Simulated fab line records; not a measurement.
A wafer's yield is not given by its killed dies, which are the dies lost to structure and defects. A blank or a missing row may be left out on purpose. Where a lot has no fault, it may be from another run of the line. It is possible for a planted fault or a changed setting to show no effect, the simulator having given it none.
The tool behind it: which one?    flow nand-harc    Sampling: 11 lots, 33 wafers, 4 of 1302 route steps

== WHAT THE GAUGES READ, wafer by wafer ==
Not one reading of a measure or inspect step in the record can be checked against a usual standard deviation.

== WHICH TOOL RAN EACH LOT (tool, then ch and the chambers of the sampled wafers, then the start) ==
lot   NHARC_A_CHANNEL_HOLE_D1_DESCUM_15   NHARC_A_CHANNEL_HOLE_D1_ETCH_25   NHARC_A_CHANNEL_HOLE_D1_ETCH_26   NHARC_A_CHANNEL_FILL_D1_ALD_15
L672  rie-diel-06 ch 1,2,3, day 8 07:39   har-etch-02 ch 0,1, day 8 11:41   har-etch-02 ch 0,1, day 8 12:34   ald-sin-batch-02 ch 0, day 9 01:00
L673  rie-diel-06 ch 2,3, day 9 04:09     har-etch-01 ch 1, day 9 08:23     har-etch-01 ch 1, day 9 09:09     ald-sin-batch-02 ch 0, day 9 21:22
L674  rie-diel-06 ch 0,2, day 9 11:37     har-etch-02 ch 1, day 9 15:50     har-etch-02 ch 1, day 9 16:36     ald-sin-batch-02 ch 0, day 10 05:07
L678  rie-diel-06 ch 0,2, day 11 01:18    har-etch-02 ch 0,1, day 11 07:34  har-etch-02 ch 0,1, day 11 08:20  ald-sin-batch-02 ch 0, day 11 20:38
L679  rie-diel-06 ch 0,2,3, day 11 05:35  har-etch-02 ch 0,1, day 11 11:52  har-etch-02 ch 0,1, day 11 12:31  ald-sin-batch-01 ch 0, day 12 01:59
L682  rie-diel-11 ch 0,2,3, day 12 11:40  har-etch-02 ch 0,1, day 12 16:02  har-etch-02 ch 0,1, day 12 16:41  ald-sin-batch-03 ch 0, day 13 06:01
L683  rie-diel-06 ch 2,3, day 13 00:39    har-etch-02 ch 0,1, day 13 04:43  har-etch-02 ch 0,1, day 13 05:37  ald-sin-batch-01 ch 0, day 13 20:31
L684  rie-diel-06 ch 0,2,3, day 13 08:10  har-etch-01 ch 0,1, day 13 12:23  har-etch-01 ch 0,1, day 13 13:08  ald-sin-batch-03 ch 0, day 14 03:55
L691  rie-diel-06 ch 0,2,3, day 16 22:06  har-etch-01 ch 0,1, day 17 02:17  har-etch-01 ch 0,1, day 17 03:02  ald-sin-batch-01 ch 0, day 17 16:44
L693  rie-diel-06 ch 0,2,3, day 17 13:50  har-etch-02 ch 0,1, day 17 18:04  har-etch-02 ch 0,1, day 17 18:51  ald-sin-batch-03 ch 0, day 18 07:15
L694  rie-diel-06 ch 1,2,3, day 18 00:38  har-etch-01 ch 0,1, day 18 05:34  har-etch-01 ch 0,1, day 18 06:20  ald-sin-batch-03 ch 0, day 18 18:59
- NHARC_A_CHANNEL_HOLE_D1_DESCUM_15: chemistry O2, time 3 s.
- NHARC_A_CHANNEL_HOLE_D1_ETCH_25: etches the open film in C4F8/O2/Ar, time 1040.2 s, target depth 1500 nm.
- NHARC_A_CHANNEL_HOLE_D1_ETCH_26: etches the open film in C4F8/O2/Ar, time 224.1 s, target depth 300 nm.
- NHARC_A_CHANNEL_FILL_D1_ALD_15: deposits SiNx, target thk 2 nm, pulse time 60 s, ald cycles 19.

== AS READ BY THE TOOLS THEMSELVES (means over the sampled wafers that have a number; for cases with no such wafer, the mark the record gives instead) ==
NHARC_A_CHANNEL_HOLE_D1_DESCUM_15. Usual: chamber-pressure-mTorr 59.99 mTorr, standard deviation 0.048; drypump-motor-current-A 5.6 A, standard deviation 0.42; o2-flow-sccm 200.0 sccm, standard deviation 0.56; oes-product-au 0.999 a.u., standard deviation 0.0085; rf-vpp-V 57.9 V, standard deviation 0.91; showerhead-plenum-p-Torr 1.93 Torr, standard deviation 0.069; throttle-valve-pct 11.312 %, standard deviation 0.0091.
lot   tool         chamber-pressure-mTorr (mTorr)  drypump-motor-current-A (A)  o2-flow-sccm (sccm)  oes-product-au (a.u.)  rf-vpp-V (V)  showerhead-plenum-p-Torr (Torr)  throttle-valve-pct (%)  flag
L672  rie-diel-06  60.00                           5.6                          200.2                0.995                  58.3          1.98                             11.307                  
L673  rie-diel-06  59.98                           5.7                          200.4                1.009                  57.7          1.95                             11.313                  
L674  rie-diel-06  59.94                           5.2                          199.3                0.997                  57.0          1.98                             11.310                  
L678  rie-diel-06  59.97                           5.2                          199.6                0.995                  58.2          1.93                             11.309                  
L679  rie-diel-06  59.98                           5.5                          200.3                0.995                  57.4          1.93                             11.305                  
L682  rie-diel-11  59.97                           6.1                          200.3                0.998                  57.3          1.88                             11.302                  
L683  rie-diel-06  59.98                           5.4                          200.0                0.999                  58.4          1.99                             11.318                  
L684  rie-diel-06  59.98                           5.4                          199.7                1.002                  57.8          1.93                             11.311                  
L691  rie-diel-06  59.98                           5.4                          200.6                0.993                  57.8          1.93                             11.315                  
L693  rie-diel-06  60.00                           5.4                          200.1                0.997                  58.7          1.93                             11.313                  
L694  rie-diel-06  59.99                           5.6                          199.8                0.994                  58.6          1.97                             11.311                  

NHARC_A_CHANNEL_HOLE_D1_ETCH_25. Usual: chamber-pressure-mTorr 20.001 mTorr, standard deviation 0.018; drypump-motor-current-A 6.0 A, standard deviation 0.42; o2-flow-sccm 31.20 sccm, standard deviation 0.09; showerhead-plenum-p-Torr 3.72 Torr, standard deviation 0.094; temp-c -20.01 C, standard deviation 0.098; throttle-valve-pct 32.237 %, standard deviation 0.0093.
lot   tool         chamber-pressure-mTorr (mTorr)  drypump-motor-current-A (A)  o2-flow-sccm (sccm)  showerhead-plenum-p-Torr (Torr)  temp-c (C)  throttle-valve-pct (%)  flag
L672  har-etch-02  20.001                          5.8                          31.27                3.67                             -20.13      32.236                  
L673  har-etch-01  19.991                          6.2                          31.24                3.72                             -19.98      32.230                  
L674  har-etch-02  19.992                          6.6                          31.23                3.75                             -19.92      32.243                  
L678  har-etch-02  19.980                          5.8                          31.30                3.65                             -20.12      32.235                  
L679  har-etch-02  19.992                          6.2                          31.19                3.69                             -20.11      32.244                  
L682  har-etch-02  20.001                          5.8                          31.15                3.64                             -19.99      32.235                  
L683  har-etch-02  19.998                          5.8                          31.28                3.63                             -20.17      32.240                  
L684  har-etch-01  19.991                          6.0                          31.12                3.79                             -19.98      32.233                  
L691  har-etch-01  20.002                          6.0                          31.21                3.76                             -19.99      32.240                  
L693  har-etch-02  19.995                          5.8                          31.13                3.85                             -20.11      32.243                  
L694  har-etch-01  19.991                          6.0                          31.19                3.75                             -20.06      32.233                  

NHARC_A_CHANNEL_HOLE_D1_ETCH_26. Usual: chamber-pressure-mTorr 30.003 mTorr, standard deviation 0.029; drypump-motor-current-A 6.0 A, standard deviation 0.42; o2-flow-sccm 113.7 sccm, standard deviation 0.38; showerhead-plenum-p-Torr 3.77 Torr, standard deviation 0.099; temp-c -20.00 C, standard deviation 0.11; throttle-valve-pct 24.584 %, standard deviation 0.0097.
lot   tool         chamber-pressure-mTorr (mTorr)  drypump-motor-current-A (A)  o2-flow-sccm (sccm)  showerhead-plenum-p-Torr (Torr)  temp-c (C)  throttle-valve-pct (%)  flag
L672  har-etch-02  30.022                          5.8                          113.6                3.71                             -19.95      24.582                  
L673  har-etch-01  29.995                          6.2                          113.8                3.78                             -20.14      24.586                  
L674  har-etch-02  30.006                          6.6                          113.4                3.81                             -19.93      24.577                  
L678  har-etch-02  29.988                          5.8                          113.4                3.69                             -19.88      24.582                  
L679  har-etch-02  30.006                          6.2                          113.2                3.74                             -19.98      24.588                  
L682  har-etch-02  29.979                          5.8                          113.2                3.68                             -20.04      24.587                  
L683  har-etch-02  29.975                          5.8                          113.9                3.68                             -20.13      24.582                  
L684  har-etch-01  29.965                          6.0                          113.6                3.85                             -20.09      24.583                  
L691  har-etch-01  30.045                          6.0                          113.5                3.82                             -20.01      24.585                  
L693  har-etch-02  30.016                          5.8                          113.5                3.91                             -19.91      24.579                  
L694  har-etch-01  29.986                          6.0                          113.7                3.81                             -20.01      24.583                  

NHARC_A_CHANNEL_FILL_D1_ALD_15. Usual: precursor-pulse-height-rel reads 1.001 (standard deviation 0.022).
lot   tool              precursor-pulse-height-rel  flag
L672  ald-sin-batch-02  0.990                       
L673  ald-sin-batch-02  1.001                       
L674  ald-sin-batch-02  1.009                       
L678  ald-sin-batch-02  1.013                       
L679  ald-sin-batch-01  0.988                       
L682  ald-sin-batch-03  1.013                       
L683  ald-sin-batch-01  1.018                       
L684  ald-sin-batch-03  1.020                       
L691  ald-sin-batch-01  0.993                       
L693  ald-sin-batch-03  0.981                       
L694  ald-sin-batch-03  1.014                       

== THE ANSWER, worked out from the rows above alone ==
Rule: a lot is off if the mean of its wafers that have a number lies more than 3 standard deviations from the usual mean. A lot without any number at a reading at which 4 lots or more have one is off too. Any other lot the step has rows for is counted as sound. First the gauges in route order, then the tools' own readings, where a lot's mean is used as printed above. At the first step where some lot is off, the reading lying furthest off is the one used; lots without a number count as furthest.
None of the lots is off at any reading shown; this tells nothing.

== WHAT THE SIMULATOR HAD PUT IN ==
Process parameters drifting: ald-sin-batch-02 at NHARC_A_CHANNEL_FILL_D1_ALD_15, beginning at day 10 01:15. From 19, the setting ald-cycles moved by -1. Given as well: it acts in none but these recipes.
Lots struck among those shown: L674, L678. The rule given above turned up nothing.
